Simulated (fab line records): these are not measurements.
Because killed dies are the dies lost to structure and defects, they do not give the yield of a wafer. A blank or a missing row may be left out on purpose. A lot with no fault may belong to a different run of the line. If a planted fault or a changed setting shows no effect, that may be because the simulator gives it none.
Which tool did it? ; flow n5Finfet ; 24 lots, 72 wafers sampled, at 6 steps of a route of 1938

== WHAT THE GAUGES READ, wafer by wafer ==
The record holds no reading of a measuring or inspecting step that can be judged against a usual standard deviation.

== TOOL THAT RAN EACH LOT (tool first, then ch and the chambers of the sampled wafers, then the start) ==
lot;N5_BEOL_M0_SAQP_MANDREL1_REMOVE_100;N5_BEOL_M0_SAQP_ETCH_106;N5_BEOL_M0_SAQP_DESCUM_45;N5_BEOL_M0_ETCH_138;N5_BEOL_M0_DEGAS_112;N5_BEOL_M0_PRE_CLEAN_113
L074;rieSi-05 ch 1,2,3, day 5 16:24;rieDiel-02 ch 0,2,3, day 5 17:13;rieDiel-02 ch 0,2,3, day 5 18:50;rieDiel-06 ch 1,2,3, day 5 20:52;pvdSputter-02, day 5 22:23;pvdSputter-02, day 5 22:26
L075;rieSi-05 ch 0,1,2, day 5 20:40;rieDiel-02 ch 0,1,2, day 5 21:30;rieDiel-02 ch 0,2,3, day 5 23:07;rieDiel-06 ch 1,3, day 6 00:38;pvdSputter-03, day 6 01:32;pvdSputter-03, day 6 01:35
L076;rieSi-03 ch 0,2,3, day 6 03:25;rieDiel-05 ch 0,2,3, day 6 04:24;rieDiel-05 ch 0,1,3, day 6 06:00;rieDiel-01 ch 0,1,2, day 6 07:34;pvdSputter-03, day 6 11:52;pvdSputter-03, day 6 11:55
L077;rieSi-05 ch 0,1,3, day 6 08:05;rieDiel-05 ch 0,2,3, day 6 08:58;rieDiel-02 ch 0,1,3, day 6 10:58;rieDiel-01 ch 1,2,3, day 6 12:56;pvdSputter-02, day 6 15:41;pvdSputter-02, day 6 15:43
L078;rieSi-05 ch 0,2,3, day 6 13:59;rieDiel-05 ch 0,2,3, day 6 14:48;rieDiel-05 ch 1,2,3, day 6 16:25;rieDiel-01 ch 1,2,3, day 6 17:53;pvdSputter-02, day 6 20:11;pvdSputter-02, day 6 20:13
L079;rieSi-05 ch 0,2,3, day 7 02:07;rieDiel-05 ch 0,1,2, day 7 02:59;rieDiel-05 ch 0,2,3, day 7 04:29;rieDiel-06 ch 1,2,3, day 7 06:06;pvdSputter-02, day 7 09:29;pvdSputter-02, day 7 09:32
L080;rieSi-05 ch 0,1,3, day 7 05:03;rieDiel-02 ch 2,3, day 7 05:52;rieDiel-03 ch 0,3, day 7 07:36;rieDiel-04 ch 0,1, day 7 09:22;pvdSputter-01, day 7 11:08;pvdSputter-01, day 7 11:10
L081;rieSi-03 ch 2,3, day 7 10:44;rieDiel-02 ch 0,1,3, day 7 11:47;rieDiel-03 ch 0,1, day 7 13:24;rieDiel-06 ch 0,1, day 7 14:52;pvdSputter-02, day 7 17:03;pvdSputter-02, day 7 17:05
L082;rieSi-01 ch 2,3, day 7 19:27;rieDiel-05 ch 0,2,3, day 7 20:18;rieDiel-03 ch 2,3, day 7 21:49;rieDiel-06 ch 0,1, day 7 23:38;pvdSputter-03, day 8 03:47;pvdSputter-03, day 8 03:49
L083;rieSi-03 ch 0,1,2, day 7 23:10;rieDiel-02 ch 0,2,3, day 8 00:07;rieDiel-05 ch 0,2, day 8 01:36;rieDiel-06 ch 0,1,3, day 8 03:12;pvdSputter-01, day 8 05:08;pvdSputter-01, day 8 05:11
L084;rieSi-03 ch 2,3, day 8 03:00;rieDiel-02 ch 0,2,3, day 8 03:57;rieDiel-03 ch 1,3, day 8 05:41;rieDiel-01 ch 1,3, day 8 08:08;pvdSputter-01, day 8 09:49;pvdSputter-01, day 8 09:52
L085;rieSi-05 ch 0,2,3, day 8 17:11;rieDiel-03 ch 0,1,3, day 8 18:01;rieDiel-02 ch 0,2,3, day 8 19:58;rieDiel-01 ch 0,1,2, day 8 21:46;pvdSputter-01, day 9 00:04;pvdSputter-01, day 9 00:07
L087;rieSi-05 ch 0,2,3, day 8 20:16;rieDiel-05 ch 0,1,3, day 8 21:06;rieDiel-03 ch 0,3, day 8 23:30;rieDiel-06 ch 0,2,3, day 9 01:23;pvdSputter-03, day 9 03:25;pvdSputter-03, day 9 03:27
L086;rieSi-01 ch 1,2,3, day 8 20:44;rieDiel-02 ch 1,2,3, day 8 21:34;rieDiel-02 ch 0,1, day 8 23:55;rieDiel-06 ch 2,3, day 9 01:40;pvdSputter-01, day 9 02:57;pvdSputter-01, day 9 02:59
L088;rieSi-03 ch 0,1,3, day 9 02:17;rieDiel-05 ch 1,2,3, day 9 03:17;rieDiel-02 ch 0,1,2, day 9 04:46;rieDiel-01 ch 0,1,3, day 9 06:22;pvdSputter-03, day 9 08:50;pvdSputter-03, day 9 08:52
L089;rieSi-03 ch 1,2, day 9 10:49;rieDiel-02 ch 0,2,3, day 9 11:38;rieDiel-05 ch 0,1,3, day 9 13:22;rieDiel-04 ch 1,3, day 9 14:50;pvdSputter-03, day 9 15:41;pvdSputter-03, day 9 15:44
L091;rieSi-05 ch 1,2,3, day 9 17:42;rieDiel-05 ch 0,1, day 9 18:34;rieDiel-02 ch 0,1,2, day 9 20:10;rieDiel-04 ch 2,3, day 9 22:01;pvdSputter-01, day 10 00:41;pvdSputter-01, day 10 00:43
L090;rieSi-01 ch 0,1,2, day 9 22:31;rieDiel-02 ch 0,1,2, day 9 23:20;rieDiel-05 ch 1,2,3, day 10 01:01;rieDiel-01 ch 1,3, day 10 03:11;pvdSputter-02, day 10 06:47;pvdSputter-02, day 10 06:50
L092;rieSi-03 ch 1,2,3, day 10 05:50;rieDiel-05 ch 0,1,2, day 10 06:52;rieDiel-02 ch 0,1,2, day 10 08:28;rieDiel-04 ch 0,1,3, day 10 10:45;pvdSputter-01, day 10 13:05;pvdSputter-01, day 10 13:07
L093;rieSi-03 ch 0,1,3, day 10 08:45;rieDiel-03 ch 0,2,3, day 10 09:53;rieDiel-02 ch 0,1,2, day 10 11:29;rieDiel-04 ch 0,1,3, day 10 12:57;pvdSputter-01, day 10 13:58;pvdSputter-01, day 10 14:00
L094;rieSi-03 ch 0,1, day 10 12:26;rieDiel-05 ch 0,2,3, day 10 13:15;rieDiel-02 ch 1,2,3, day 10 14:56;rieDiel-06 ch 0,1,3, day 10 16:41;pvdSputter-03, day 10 20:42;pvdSputter-03, day 10 20:44
L095;rieSi-01 ch 0,3, day 10 15:58;rieDiel-03 ch 0,1,3, day 10 16:58;rieDiel-02 ch 2,3, day 10 18:33;rieDiel-06 ch 0,3, day 10 20:10;pvdSputter-02, day 11 00:58;pvdSputter-02, day 11 01:00
L096;rieSi-05 ch 0,2,3, day 11 02:55;rieDiel-05 ch 1,2, day 11 03:44;rieDiel-03 ch 0,2, day 11 05:13;rieDiel-04 ch 0,2,3, day 11 06:41;pvdSputter-02, day 11 09:04;pvdSputter-02, day 11 09:06
L097;rieSi-03 ch 0,2,3, day 11 05:56;rieDiel-05 ch 1,3, day 11 06:45;rieDiel-05 ch 1,3, day 11 08:34;rieDiel-06 ch 0,2, day 11 10:19;pvdSputter-01, day 11 12:10;pvdSputter-01, day 11 12:13
- N5_BEOL_M0_SAQP_MANDREL1_REMOVE_100: chemistry HBr/Cl2/O2, target a-Si, stops on SiNx, bt time 10 s.
- N5_BEOL_M0_SAQP_ETCH_106: etches SOC in N2/H2, stops on SiNx, target depth 150 nm.
- N5_BEOL_M0_SAQP_DESCUM_45: chemistry O2, time 7 s.
- N5_BEOL_M0_ETCH_138: etches SiCN in CH3F/O2, target depth 12 nm, time 31.6 s.
- N5_BEOL_M0_DEGAS_112: time 60 s.
- N5_BEOL_M0_PRE_CLEAN_113: time 30 s.

== WHAT THE TOOLS THEMSELVES READ (means of the sampled wafers that have a number; where no wafer has one, the mark that the record gives instead) ==
N5_BEOL_M0_SAQP_MANDREL1_REMOVE_100.
lot;tool;drypumpMotorCurrentA (A);oesProductAu (a.u.);throttleValvePct (%)
L074;rieSi-05;6.0;0.992;36.5
L075;rieSi-05;5.7;1.000;36.6
L076;rieSi-03;5.4;1.016;36.8
L077;rieSi-05;6.1;0.993;36.6
L078;rieSi-05;6.0;0.992;36.8
L079;rieSi-05;6.0;0.990;36.8
L080;rieSi-05;6.1;0.995;36.6
L081;rieSi-03;5.3;1.015;36.5
L082;rieSi-01;6.1;1.016;36.7
L083;rieSi-03;5.5;1.020;36.7
L084;rieSi-03;5.4;1.004;36.6
L085;rieSi-05;6.0;0.995;36.8
L087;rieSi-05;6.0;0.990;36.8
L086;rieSi-01;5.9;0.996;36.8
L088;rieSi-03;5.5;0.998;36.9
L089;rieSi-03;5.4;1.008;36.4
L091;rieSi-05;6.0;0.990;36.5
L090;rieSi-01;5.7;1.001;36.7
L092;rieSi-03;5.4;1.008;36.6
L093;rieSi-03;5.5;1.005;36.9
L094;rieSi-03;5.6;1.010;37.0
L095;rieSi-01;5.5;1.004;36.6
L096;rieSi-05;6.0;0.988;36.8
L097;rieSi-03;5.4;1.013;36.8

N5_BEOL_M0_SAQP_ETCH_106.
lot;tool;drypumpMotorCurrentA (A);oesProductAu (a.u.);rfVppV (V);showerheadPlenumPTorr (Torr);throttleValvePct (%)
L074;rieDiel-02;5.6;0.83;241.7;2.63;17.58
L075;rieDiel-02;5.5;0.87;241.5;2.62;17.54
L076;rieDiel-05;6.1;0.71;239.3;2.46;18.06
L077;rieDiel-05;6.1;0.72;239.3;2.46;18.05
L078;rieDiel-05;6.1;0.71;239.6;2.46;18.06
L079;rieDiel-05;5.9;0.70;241.0;2.52;18.00
L080;rieDiel-02;5.4;0.76;241.8;2.57;17.88
L081;rieDiel-02;5.7;0.85;242.1;2.64;17.45
L082;rieDiel-05;6.1;0.71;238.8;2.45;18.08
L083;rieDiel-02;5.6;0.80;241.7;2.62;17.61
L084;rieDiel-02;5.6;0.80;241.7;2.62;17.62
L085;rieDiel-03;5.4;0.77;240.6;2.55;17.71
L087;rieDiel-05;5.6;0.71;240.3;2.52;17.95
L086;rieDiel-02;5.5;0.78;240.9;2.59;17.75
L088;rieDiel-05;5.6;0.71;240.2;2.49;17.95
L089;rieDiel-02;5.6;0.79;241.1;2.62;17.63
L091;rieDiel-05;5.5;0.69;241.5;2.58;17.90
L090;rieDiel-02;5.5;0.83;241.2;2.60;17.57
L092;rieDiel-05;5.9;0.68;240.6;2.51;18.04
L093;rieDiel-03;5.2;0.80;241.1;2.56;17.76
L094;rieDiel-05;6.1;0.69;239.2;2.45;18.10
L095;rieDiel-03;5.4;0.75;240.3;2.54;17.73
L096;rieDiel-05;5.9;0.69;239.1;2.47;18.04
L097;rieDiel-05;5.2;0.71;241.2;2.55;17.86

N5_BEOL_M0_SAQP_DESCUM_45.
lot;tool;drypumpMotorCurrentA (A);oesProductAu (a.u.);rfVppV (V);showerheadPlenumPTorr (Torr);throttleValvePct (%)
L074;rieDiel-02;5.6;0.85;244.8;2.17;20.28
L075;rieDiel-02;5.6;0.84;243.9;2.17;20.28
L076;rieDiel-05;5.6;0.73;242.6;2.08;20.49
L077;rieDiel-02;5.7;0.87;245.4;2.18;20.17
L078;rieDiel-05;5.6;0.73;242.3;2.06;20.51
L079;rieDiel-05;6.1;0.72;242.8;2.03;20.70
L080;rieDiel-03;5.4;0.75;243.7;2.09;20.36
L081;rieDiel-03;5.4;0.82;243.1;2.11;20.27
L082;rieDiel-03;5.1;0.80;242.0;2.10;20.35
L083;rieDiel-05;6.4;0.69;242.2;2.04;20.79
L084;rieDiel-03;5.4;0.78;242.9;2.09;20.29
L085;rieDiel-02;5.6;0.80;244.3;2.17;20.31
L087;rieDiel-03;5.5;0.77;242.5;2.10;20.38
L086;rieDiel-02;5.6;0.89;244.2;2.17;20.12
L088;rieDiel-02;5.5;0.86;243.3;2.15;20.25
L089;rieDiel-05;5.6;0.71;242.2;2.07;20.55
L091;rieDiel-02;5.5;0.84;244.3;2.15;20.26
L090;rieDiel-05;5.6;0.71;241.9;2.05;20.55
L092;rieDiel-02;5.5;0.84;243.8;2.15;20.25
L093;rieDiel-02;5.5;0.84;243.6;2.15;20.25
L094;rieDiel-02;5.4;0.78;244.3;2.13;20.45
L095;rieDiel-02;5.4;0.75;243.6;2.12;20.58
L096;rieDiel-03;5.3;0.83;242.8;2.12;20.39
L097;rieDiel-05;5.2;0.71;242.8;2.09;20.39

N5_BEOL_M0_ETCH_138.
lot;tool;drypumpMotorCurrentA (A);etchRfOnTimeS (s);oesProductAu (a.u.);rfVppV (V);showerheadPlenumPTorr (Torr);throttleValvePct (%)
L074;rieDiel-06;5.8;29.7;0.62;297.7;2.01;16.45
L075;rieDiel-06;5.8;30.4;0.62;297.0;2.01;16.38
L076;rieDiel-01;5.2;29.4;0.69;296.8;2.01;16.34
L077;rieDiel-01;5.4;27.8;0.76;298.1;2.00;16.09
L078;rieDiel-01;5.4;28.8;0.74;296.7;2.00;16.10
L079;rieDiel-06;5.8;29.3;0.61;297.7;2.01;16.46
L080;rieDiel-04;5.6;30.4;0.59;297.1;1.98;16.45
L081;rieDiel-06;5.4;29.7;0.63;298.8;2.04;16.42
L082;rieDiel-06;5.4;29.7;0.63;297.4;2.04;16.42
L083;rieDiel-06;5.9;29.9;0.62;298.3;2.04;16.42
L084;rieDiel-01;5.1;29.1;0.78;296.9;1.99;16.03
L085;rieDiel-01;5.2;28.8;0.72;297.5;2.00;16.22
L087;rieDiel-06;5.9;28.9;0.69;298.7;2.04;16.34
L086;rieDiel-06;5.8;29.1;0.74;297.1;2.00;16.25
L088;rieDiel-01;5.3;29.3;0.77;298.1;2.01;16.19
L089;rieDiel-04;5.6;28.8;0.60;296.6;1.95;16.26
L091;rieDiel-04;5.9;29.7;0.68;297.1;1.98;16.18
L090;rieDiel-01;5.2;29.7;0.75;296.8;1.98;16.07
L092;rieDiel-04;5.6;29.5;0.68;296.8;1.95;16.28
L093;rieDiel-04;5.6;29.2;0.68;296.2;1.95;16.28
L094;rieDiel-06;5.9;29.6;0.61;298.1;2.04;16.46
L095;rieDiel-06;5.9;29.3;0.63;299.1;2.08;16.47
L096;rieDiel-04;5.9;29.3;0.73;296.9;2.00;16.27
L097;rieDiel-06;5.4;29.7;0.72;296.9;2.00;16.29

N5_BEOL_M0_DEGAS_112.
lot;tool;heaterPowerW (W)
L074;pvdSputter-02;351
L075;pvdSputter-03;366
L076;pvdSputter-03;317
L077;pvdSputter-02;340
L078;pvdSputter-02;352
L079;pvdSputter-02;365
L080;pvdSputter-01;346
L081;pvdSputter-02;359
L082;pvdSputter-03;412
L083;pvdSputter-01;326
L084;pvdSputter-01;339
L085;pvdSputter-01;328
L087;pvdSputter-03;299
L086;pvdSputter-01;322
L088;pvdSputter-03;360
L089;pvdSputter-03;369
L091;pvdSputter-01;335
L090;pvdSputter-02;342
L092;pvdSputter-01;320
L093;pvdSputter-01;350
L094;pvdSputter-03;426
L095;pvdSputter-02;339
L096;pvdSputter-02;370
L097;pvdSputter-01;320

N5_BEOL_M0_PRE_CLEAN_113.
lot;tool;heaterPowerW (W)
L074;pvdSputter-02;351
L075;pvdSputter-03;372
L076;pvdSputter-03;313
L077;pvdSputter-02;334
L078;pvdSputter-02;347
L079;pvdSputter-02;366
L080;pvdSputter-01;339
L081;pvdSputter-02;360
L082;pvdSputter-03;413
L083;pvdSputter-01;320
L084;pvdSputter-01;344
L085;pvdSputter-01;327
L087;pvdSputter-03;301
L086;pvdSputter-01;329
L088;pvdSputter-03;354
L089;pvdSputter-03;368
L091;pvdSputter-01;341
L090;pvdSputter-02;344
L092;pvdSputter-01;321
L093;pvdSputter-01;347
L094;pvdSputter-03;423
L095;pvdSputter-02;343
L096;pvdSputter-02;372
L097;pvdSputter-01;327

== THE ANSWER, worked out from the rows above alone ==
Rule: the usual values come from the lots themselves. The widest of any qualifying gaps counts: lots, ordered by their means at a reading, are off when they make up no more than a third of the lots, leave a main group of 4 or more, and stand apart from it by 3 or more times the standard deviation of that group's means. Not used: any main group whose means are identical at the precision the tables above print for the reading. A lot without any number at a reading at which 4 lots or more have one is off too. All remaining lots with rows at the step are treated as sound. The gauges are gone through in route order, then the tools' own readings, and for those a lot's mean is taken as printed above. The first step at which some lot is off is used, and at that step the reading that is off furthest; a lot without a number counts as furthest.
Nothing can be told from this: no lot is off at any reading shown.

== WHAT HAD BEEN PUT IN BY THE SIMULATOR ==
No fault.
